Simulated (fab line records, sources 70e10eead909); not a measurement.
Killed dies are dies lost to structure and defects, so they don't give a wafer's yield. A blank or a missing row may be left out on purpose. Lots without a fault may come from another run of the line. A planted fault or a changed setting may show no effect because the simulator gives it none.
Which tool did it? | flow nand_harc | 14 lots, 42 wafers sampled, at 5 steps of a route of 1302

WHAT THE GAUGES READ, wafer by wafer
NHARC_THIN_TSV_CD_MEAS_12: target cd 1000 nm.
lot  | measured     | on        | cd_nm (nm)
L546 | day 24 12:55 | cd_sem-02 | 1000.2 997.2 998.8
L547 | day 24 05:46 | cd_sem-01 | 1000.3 997.9 1000.1
L548 | day 24 16:41 | cd_sem-02 | 998.7 995.2 999.1
L549 | day 24 11:44 | cd_sem-01 | 1000.6 1000.5 997.1
L550 | day 24 23:25 | cd_sem-01 | 1001.9 998.8 999.3
L552 | day 25 19:45 | cd_sem-03 | 1000.4 998.8 998.5
L555 | day 27 23:59 | cd_sem-01 | 1000.9 1002.1 1000.7
L557 | day 28 05:01 | cd_sem-01 | 1002.1 1002.9 1003.3
L556 | day 28 06:20 | cd_sem-01 | 1000.1 1000.8 998.3
L563 | day 30 19:49 | cd_sem-01 | 999.6
L564 | day 31 17:04 | cd_sem-02 | 1003.4 1001.2
L566 | day 32 12:11 | cd_sem-01 | 1002.6 1003.5 1002.3
L568 | day 32 13:22 | cd_sem-02 | 1001.1 1002.4 1001.6
L569 | day 33 13:38 | cd_sem-02 | 1000.5 997.3 997.9

NHARC_THIN_TSV_CD_MEAS_16.
lot  | measured     | on        | cd_nm (nm)
L546 | day 24 13:53 | cd_sem-01 | 1000.2 996.2 999.4
L547 | day 24 06:46 | cd_sem-03 | 1000.8 997.8 1000.6
L548 | day 24 17:39 | cd_sem-03 | 998.5 994.8 998.9
L549 | day 24 12:41 | cd_sem-02 | 1000.1 1001.0 996.9
L550 | day 25 00:23 | cd_sem-02 | 1000.7 998.0 998.6
L552 | day 25 20:43 | cd_sem-01 | 998.7 998.7 997.1
L555 | day 28 00:58 | cd_sem-03 | 1000.7 1002.6 1001.5
L557 | day 28 05:58 | cd_sem-03 | 1002.2 1003.8 1002.6
L556 | day 28 07:17 | cd_sem-01 | 999.5 1001.2 999.4
L563 | day 30 20:47 | cd_sem-03 | 1001.2
L564 | day 31 18:03 | cd_sem-03 | 1002.7 1000.8
L566 | day 32 13:09 | cd_sem-02 | 1002.3 1003.0 1002.6
L568 | day 32 14:19 | cd_sem-02 | 1000.8 1002.2 1002.2
L569 | day 33 14:36 | cd_sem-03 | 1000.0 997.5 998.0

NHARC_END_SORT_01.
lot  | measured     | on        | killed_at_array | killed_at_other | killed_at_periphery | killed_dies | killed_open | killed_short
L563 | day 31 12:52 | prober-01 | 634 52 638      | 0 1 2           | 7 2 1               | 641 55 641  | 2 3 3       | 4 3 6
L564 | day 32 14:59 | prober-01 | 61 638 57       | 0 0 0           | 2 2 1               | 63 640 58   | 6 4 2       | 3 2 4
L569 | day 34 04:56 | prober-01 | 47 61           | 2 2             | 12 2                | 61 65       | 4 5         | 1 0

WHICH TOOL RAN EACH LOT (tool, then ch and the chambers of the sampled wafers, then the start)
lot  | NHARC_A_CHANNEL_HOLE_D2_DEP_00 | NHARC_THIN_TSV_CMP_01
L546 | acl_dep-03 ch 0, day 13 02:15  | cmp-02 ch 0,1,2, day 24 11:38
L547 | acl_dep-01 ch 0, day 13 16:05  | cmp-04 ch 0,1,2, day 24 04:27
L548 | acl_dep-01 ch 0, day 13 22:08  | cmp-04 ch 1,2,3, day 24 15:20
L549 | acl_dep-02 ch 0, day 14 06:13  | cmp-02 ch 2,3, day 24 10:24
L550 | acl_dep-03 ch 0, day 14 14:30  | cmp-04 ch 1,3, day 24 22:04
L552 | acl_dep-01 ch 0, day 15 05:20  | cmp-04 ch 1,2,3, day 25 18:34
L555 | acl_dep-03 ch 0, day 17 07:13  | cmp-02 ch 0,3, day 27 22:41
L557 | acl_dep-01 ch 0, day 17 14:50  | cmp-03 ch 0,1,2, day 28 03:49
L556 | acl_dep-03 ch 0, day 17 15:30  | cmp-03 ch 1,2,3, day 28 05:02
L563 | acl_dep-01 ch 0, day 20 02:53  | cmp-02 ch 1, day 30 18:34
L564 | acl_dep-01 ch 0, day 20 08:23  | cmp-02 ch 0,2, day 31 15:46
L566 | acl_dep-02 ch 0, day 21 10:23  | cmp-02 ch 1,2, day 32 10:51
L568 | acl_dep-03 ch 0, day 21 23:29  | cmp-04 ch 0,1,2, day 32 12:03
L569 | acl_dep-03 ch 0, day 22 21:35  | cmp-02 ch 0,2, day 33 12:12
- NHARC_A_CHANNEL_HOLE_D2_DEP_00: deposits aC, target thk 3100 nm.
- NHARC_THIN_TSV_CMP_01: polishes.

WHAT THE TOOLS THEMSELVES READ (means of the sampled wafers that have a number; where no wafer has one, the mark that the record gives instead)
NHARC_A_CHANNEL_HOLE_D2_DEP_00.
lot  | tool       | throttle_valve_pct (%)
L546 | acl_dep-03 | 34.993
L547 | acl_dep-01 | 35.006
L548 | acl_dep-01 | 35.003
L549 | acl_dep-02 | 34.993
L550 | acl_dep-03 | 34.998
L552 | acl_dep-01 | 34.995
L555 | acl_dep-03 | 34.998
L557 | acl_dep-01 | 35.000
L556 | acl_dep-03 | 34.994
L563 | acl_dep-01 | 34.996
L564 | acl_dep-01 | 35.002
L566 | acl_dep-02 | 35.002
L568 | acl_dep-03 | 34.999
L569 | acl_dep-03 | 34.998

NHARC_THIN_TSV_CMP_01.
lot  | tool   | motor_current_A (A)
L546 | cmp-02 | 15.4
L547 | cmp-04 | 12.5
L548 | cmp-04 | 12.5
L549 | cmp-02 | 13.9
L550 | cmp-04 | 12.3
L552 | cmp-04 | 12.4
L555 | cmp-02 | 13.4
L557 | cmp-03 | 12.0
L556 | cmp-03 | 12.1
L563 | cmp-02 | 14.9
L564 | cmp-02 | 15.7
L566 | cmp-02 | 15.2
L568 | cmp-04 | 12.6
L569 | cmp-02 | 15.5

THE ANSWER, worked out from the rows above alone
Rule: what is usual is taken from the lots themselves. Put in order of their means at a reading, lots are off if they are a third of the lots or fewer, leave a main group of 4 or more, and stand apart from it by a gap of 3 or more times the standard deviation of the main group's means; of several such gaps the widest counts. A main group whose means are all the same, to the digits that the tables above print for the reading, isn't used. A lot without any number at a reading at which 4 lots or more have one is off too. The other lots that the step has rows for count as sound. The gauges are gone through in route order, then the tools' own readings, and for those a lot's mean is taken as printed above. The first step at which some lot is off is used, and at that step the reading that is off furthest; a lot without a number counts as furthest.
No lot is off at any reading shown: from this, nothing can be told.

WHAT THE SIMULATOR HAD PUT IN
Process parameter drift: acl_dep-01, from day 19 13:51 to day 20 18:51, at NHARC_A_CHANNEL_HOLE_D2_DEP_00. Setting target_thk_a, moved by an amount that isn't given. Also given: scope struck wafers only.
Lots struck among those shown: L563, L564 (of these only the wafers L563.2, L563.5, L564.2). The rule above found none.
